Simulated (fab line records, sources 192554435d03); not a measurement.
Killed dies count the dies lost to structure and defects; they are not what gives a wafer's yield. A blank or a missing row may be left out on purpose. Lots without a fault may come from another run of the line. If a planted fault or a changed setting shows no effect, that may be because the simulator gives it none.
Problem report in the 8D (eight disciplines) form, filled by code || flow n5_finfet || the parts of the form that need people (team, actions taken, sign-off) are left out

== 1. THE ISSUE ==
Mean of run_length_s at N5_BEOL_M4_CVD_47: 173.3 s across 3 wafers in 3 lots; on wafers with no fault it is 246.6 s (standard deviation 0.59). So: -99 or more standard deviations from the usual mean.
The step: deposits Co from CCTBA/H2, target thk 3 nm, time 223.8 s.
Earliest sighting: wafer L130.5 on cvd_co-02 at day 11 17:36. The record holds 31 wafers of 11 lots with a number at this step. Rule for "out" (also "out of limits"): further than 4 standard deviations from the usual mean. The rest of the wafers with a number are treated as sound.

== 2. WHAT THIS IS AND IS NOT ==
{"question": "which readings at this step", "is": "run_length_s", "is not": "-"}
{"question": "which lots", "is": "L130, L132, L134", "is not": "L118, L119, L120, L122, L124, L125, L135, L141"}
{"question": "which wafers of those lots", "is": "L130.5, L132.2, L134.2", "is not": "L130.1, L132.1, L134.1, L134.3"}
{"question": "read on which tools", "is": "cvd_co-02", "is not": "cvd_co-01"}
{"question": "when", "is": "from day 11 17:36", "is not": "up to then (19 sound wafers); but 9 sound wafers of L132, L134, L135, L141 came after"}

== 3. SUSPECTS, AND WHAT RULES EACH OUT ==
Counting: if a tool at a process step up to the reading ran every lot that is out, it stays a suspect. Sound lots after the first of them don't rule it out here, since some wafers of a struck lot are sound.
- cvd_co-02 at N5_BEOL_M4_CVD_47 (deposits Co from CCTBA/H2, target thk 3 nm, time 223.8 s): kept. Every lot that is out went through it, the first being L130 (day 11 17:36); the last sound lot it ran before that was L125 (day 10 05:29). On those wafers its own readings are out: run_length_s.
Remaining after the count: cvd_co-02 at N5_BEOL_M4_CVD_47.

== 4. THE CAUSE (what the simulator had put in) ==
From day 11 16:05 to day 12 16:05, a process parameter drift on cvd_co-02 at N5_BEOL_M4_CVD_47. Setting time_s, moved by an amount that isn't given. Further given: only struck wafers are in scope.
The count eliminated every tool but this one.

== 5. THE CHAIN OF EFFECTS, in route order ==
Each row: a reading whose mean over the struck wafers that have a number lies more than 3 standard deviations from the usual. Only readings for which the record gives a usual standard deviation are gone through. hours: the time from each lot's start at the first step in this table that gives one to its start at this step, as a median over the lots. sigmas: the change in usual standard deviations.
{"hours": 0, "step": "N5_BEOL_M4_CVD_47", "reading": "run_length_s", "usual": "246.6 s", "on struck wafers": 173.3, "change": -73.3, "sigmas": "-99 or more"}
The process steps in it:
- N5_BEOL_M4_CVD_47: deposits Co from CCTBA/H2, target thk 3 nm, time 223.8 s.
At these later measuring or inspecting steps, every struck wafer for which the step has a row has a number for every such reading, and none has moved that far: N5_BEOL_M4_RC_MEAS_101.

== 6. WHAT WOULD HAVE CAUGHT IT SOONER ==
2 hours passed between the start of the fault at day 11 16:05 and the first reading out of limits in this record, taken at day 11 17:36.
